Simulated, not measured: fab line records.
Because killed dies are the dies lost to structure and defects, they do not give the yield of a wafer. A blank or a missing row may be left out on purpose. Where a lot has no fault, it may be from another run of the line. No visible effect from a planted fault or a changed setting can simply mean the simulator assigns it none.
Matching of chambers || flow n5-finfet || N5_BEOL_M0_ALD_136 on ald-metal-01: 4 sister chambers
The step deposits TaN, pulse time 2 s, purge time 3 s, co reactant purge time 2 s. 20 wafers are shown with their chamber, then 10 later ones without.

EACH WAFER AND ITS CHAMBER
{"wafer": "L074.4", "chamber": 0, "heater-power-w (W)": 524}
{"wafer": "L074.5", "chamber": 1, "heater-power-w (W)": 517}
{"wafer": "L074.6", "chamber": 0, "heater-power-w (W)": 516}
{"wafer": "L076.2", "chamber": 1, "heater-power-w (W)": 507}
{"wafer": "L076.3", "chamber": 0, "heater-power-w (W)": 507}
{"wafer": "L076.5", "chamber": 0, "heater-power-w (W)": 519}
{"wafer": "L077.1", "chamber": 0, "heater-power-w (W)": 511}
{"wafer": "L077.2", "chamber": 3, "heater-power-w (W)": 406}
{"wafer": "L077.5", "chamber": 3, "heater-power-w (W)": 394}
{"wafer": "L078.2", "chamber": 0, "heater-power-w (W)": 517}
{"wafer": "L078.5", "chamber": 1, "heater-power-w (W)": 508}
{"wafer": "L078.6", "chamber": 0, "heater-power-w (W)": 507}
{"wafer": "L079.3", "chamber": 0, "heater-power-w (W)": 515}
{"wafer": "L079.4", "chamber": 1, "heater-power-w (W)": 510}
{"wafer": "L079.5", "chamber": 3, "heater-power-w (W)": 396}
{"wafer": "L081.2", "chamber": 3, "heater-power-w (W)": 399}
{"wafer": "L081.4", "chamber": 0, "heater-power-w (W)": 515}
{"wafer": "L081.5", "chamber": 2, "heater-power-w (W)": 415}
{"wafer": "L083.1", "chamber": 1, "heater-power-w (W)": 517}
{"wafer": "L083.3", "chamber": 0, "heater-power-w (W)": 525}

SIGNATURES, as means of the wafers listed above
{"reading": "heater-power-w", "chamber 0": 515.60, "chamber 1": 511.80, "chamber 2": 415.00, "chamber 3": 398.75, "scatter within a chamber": 5.7}
Rule: for each reading, subtract the chamber's mean from the wafer's reading, divide by that reading's scatter and square the result; add these up over the readings and take the root, which gives the wafer's distance from the chamber. The wafer belongs to the nearest chamber; if the next one is less than 2 further off, it can't be placed. How the scatter is found: for the shown wafers, subtract from each reading the mean of its chamber, square and add these, divide the total by (wafers less chambers), then take the root.

WAFERS WITHOUT THEIR CHAMBER
{"wafer": "L083.4", "heater-power-w (W)": 398}
{"wafer": "L084.2", "heater-power-w (W)": 515}
{"wafer": "L084.4", "heater-power-w (W)": 506}
{"wafer": "L084.6", "heater-power-w (W)": 410}
{"wafer": "L090.3", "heater-power-w (W)": 521}
{"wafer": "L090.4", "heater-power-w (W)": 407}
{"wafer": "L090.5", "heater-power-w (W)": 522}
{"wafer": "L093.2", "heater-power-w (W)": 422}
{"wafer": "L093.3", "heater-power-w (W)": 508}
{"wafer": "L093.4", "heater-power-w (W)": 519}

WHICH CHAMBER EACH WENT THROUGH
{"wafer": "L083.4", "from the rows above": 3, "in truth": 3}
{"wafer": "L084.2", "from the rows above": "can't be placed: 0 or 1", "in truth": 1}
{"wafer": "L084.4", "from the rows above": "can't be placed: 1 or 0", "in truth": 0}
{"wafer": "L084.6", "from the rows above": "can't be placed: 2 or 3", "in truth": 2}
{"wafer": "L090.3", "from the rows above": "can't be placed: 0 or 1", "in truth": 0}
{"wafer": "L090.4", "from the rows above": "can't be placed: 2 or 3", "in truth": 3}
{"wafer": "L090.5", "from the rows above": "can't be placed: 0 or 1", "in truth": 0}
{"wafer": "L093.2", "from the rows above": 2, "in truth": 2}
{"wafer": "L093.3", "from the rows above": "can't be placed: 1 or 0", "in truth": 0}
{"wafer": "L093.4", "from the rows above": "can't be placed: 0 or 1", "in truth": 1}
2 of 10 placed correctly. From these rows, 8 cannot be placed; in 8 the true chamber is one of the candidates. Number placed wrongly: 0.
